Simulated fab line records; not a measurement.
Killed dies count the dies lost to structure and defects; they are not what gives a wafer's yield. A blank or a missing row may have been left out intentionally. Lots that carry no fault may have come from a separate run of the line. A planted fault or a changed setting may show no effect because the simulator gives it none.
Code-filled problem report in 8D (eight disciplines) form -- flow nand-harc -- the parts of the form that need people (team, actions taken, sign-off) are left out

## 1. WHAT IS WRONG
thk-nm at NHARC_A_ONON_D2_THK_MEAS_14 reads a mean of 708 nm on 6 wafers of 2 lots; wafers without a fault read 1001 nm with a standard deviation of 11. Relative to the usual mean, that is a shift of -27 standard deviations.
The step: measures by ellipsometry.
The first sign was on wafer L211.1 at day 14 15:21, on film-metro-02. Wafers with a number at this step in the record: 42, from 14 lots. Rule for "out" (also "out of limits"): further than 4 standard deviations from the usual mean. All remaining wafers that have a number are taken as sound.

## 2. WHAT IT IS, WHAT IT ISN'T
question,is,is not
which readings at this step,thk-nm,-
which lots,"L211, L213","L206, L207, L208, L209, L210, L220, L223, L224, L225, L226, L227, L228"
which wafers of those lots,all that have a number,-
read on which gauges,"film-metro-01, film-metro-02",-
when,from day 14 15:21,"up to then (12 sound wafers); but 24 sound wafers of L210, L220, L223, L224, L225, L226, L227, L228 came after"

## 3. WHAT RULES OUT EACH SUSPECT
Counting: any tool at a process step up to the reading is kept as a suspect provided that every lot that is out went through it and no sound lot did after the first of them.
- the gauge at NHARC_A_ONON_D2_THK_MEAS_14 has been ruled out. Those wafers that are out were read across 2 gauges (film-metro-01, film-metro-02).
- pecvd-onon-03 at NHARC_A_ONON_D2_DEP_12 (target thk 1000 nm): ruled out as a lasting fault. After its first lot that is out, L211 (day 14 14:50), sound lots L223, L225, L227 ran on it.
Left after counting: nothing in the record.

## 4. THE CAUSE (what the simulator had put in)
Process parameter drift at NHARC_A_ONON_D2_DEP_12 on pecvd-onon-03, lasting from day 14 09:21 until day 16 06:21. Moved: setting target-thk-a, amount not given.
It was ruled out by counting, in error; the rule expects a fault to strike all lots run on its tool from its start on, and this fault did not.

## 5. THE EFFECT CHAIN, in route order
One row per reading whose mean, taken over the struck wafers that have a number, lies over 3 standard deviations from the usual. Only readings for which the record gives a usual standard deviation are gone through. hours: the time from each lot's start at the first step in this table that gives one to its start at this step, as a median over the lots. sigmas: the change in usual standard deviations.
hours,step,reading,usual,on struck wafers,change,sigmas
0,NHARC_A_ONON_D2_THK_MEAS_14,thk-nm,1001 nm,708,-293,-27
289,NHARC_END_SORT_01,killed-at-array,60,672,+612,+29
289,NHARC_END_SORT_01,killed-dies,65,677,+612,+31

## 6. HOW IT WOULD HAVE BEEN CAUGHT EARLIER
The first out-of-limits reading at a measuring or inspecting step in this record came at day 14 15:21, 6 hours after the fault's start at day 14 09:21.
